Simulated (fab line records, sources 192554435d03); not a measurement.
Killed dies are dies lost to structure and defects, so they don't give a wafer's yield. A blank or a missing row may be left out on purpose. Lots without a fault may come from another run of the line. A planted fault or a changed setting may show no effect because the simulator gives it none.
One fault seen from 2 desks | flow n5_finfet | each desk has only its own numbers; what lay behind them comes last

THE METROLOGY DESK
What the gauges read, lot by lot, whatever tool the lot ran on: means of the sampled wafers that have a number. A lot is out of limits, marked OUT, if its mean lies more than 4 standard deviations from the usual mean; the brackets give that distance.
Columns: A = cd_nm at N5_BEOL_M8_CD_MEAS_11, usual 38.8 nm
lot  | first seen here | A
L951 | day 9 11:25     | 38.6
L950 | day 9 19:47     | 38.2
L952 | day 10 11:19    | 38.6
L953 | day 10 14:11    | 39.2
L954 | day 10 20:26    | 38.5
L957 | day 11 12:32    | 38.5
L959 | day 12 21:12    | 38.6
L964 | day 13 11:16    | 39.6
L963 | day 13 14:49    | 38.9
L966 | day 13 15:02    | 38.9
L973 | day 16 00:25    | 38.5
This desk's finding: nothing out of limits on any of the 11 lots.

THE TOOL OWNER'S DESK: pecvd-01
The tool's own readings at N5_BEOL_M8_PECVD_70 (deposits SiO2 from TEOS/O2, target thk 20 nm, time 22.7 s): means of the sampled wafers that have a number, for each lot that ran on this tool. A lot is out of limits, marked OUT, if its mean lies more than 4 standard deviations from the usual mean; the brackets give that distance.
Columns: A = heater_power_w at N5_BEOL_M8_PECVD_70, usual 734 W; B = showerhead_plenum_p_Torr at N5_BEOL_M8_PECVD_70, usual 8.75 Torr; C = susceptor_temp_C at N5_BEOL_M8_PECVD_70, usual 400.00 C; D = throttle_valve_pct at N5_BEOL_M8_PECVD_70, usual 22.1 %
lot  | first seen here | A   | B    | C                | D
L951 | day 9 10:47     | 728 | 8.70 | 400.16           | 22.4
L952 | day 10 09:31    | 690 | 8.72 | 399.85           | 22.5
L957 | day 11 11:02    | 712 | 8.74 | 399.82           | 22.9
L959 | day 12 18:26    | 687 | 8.71 | 400.18           | 22.5
L964 | day 13 10:32    | 720 | 8.72 | 400.10           | 22.6
L963 | day 13 13:35    | 639 | 8.71 | 409.33 (+42) OUT | 23.0
L966 | day 13 14:04    | 736 | 8.73 | 409.77 (+44) OUT | 22.7
This desk's finding: out of limits on L963, L966; first on L963, day 13 13:35 (susceptor_temp_C at N5_BEOL_M8_PECVD_70). In limits: L951, L952, L957, L959, L964.

PUT TOGETHER
The tool owner's desk could have raised an alarm at day 13 13:35, on L963, L966.
The metrology desk saw nothing out of limits.
The metrology desk has L963, L966 on record, within its limits.
Of the lots named, all ran N5_BEOL_M8_PECVD_70 on pecvd-01.

WHAT THE SIMULATOR HAD PUT IN
Process parameter drift: pecvd-01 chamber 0, from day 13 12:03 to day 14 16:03, at N5_BEOL_M8_PECVD_70. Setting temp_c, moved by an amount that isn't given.
Lots struck among those shown: L963, L966.
Hours from the fault's start to each desk's first reading out of limits: the tool owner's desk, 2.
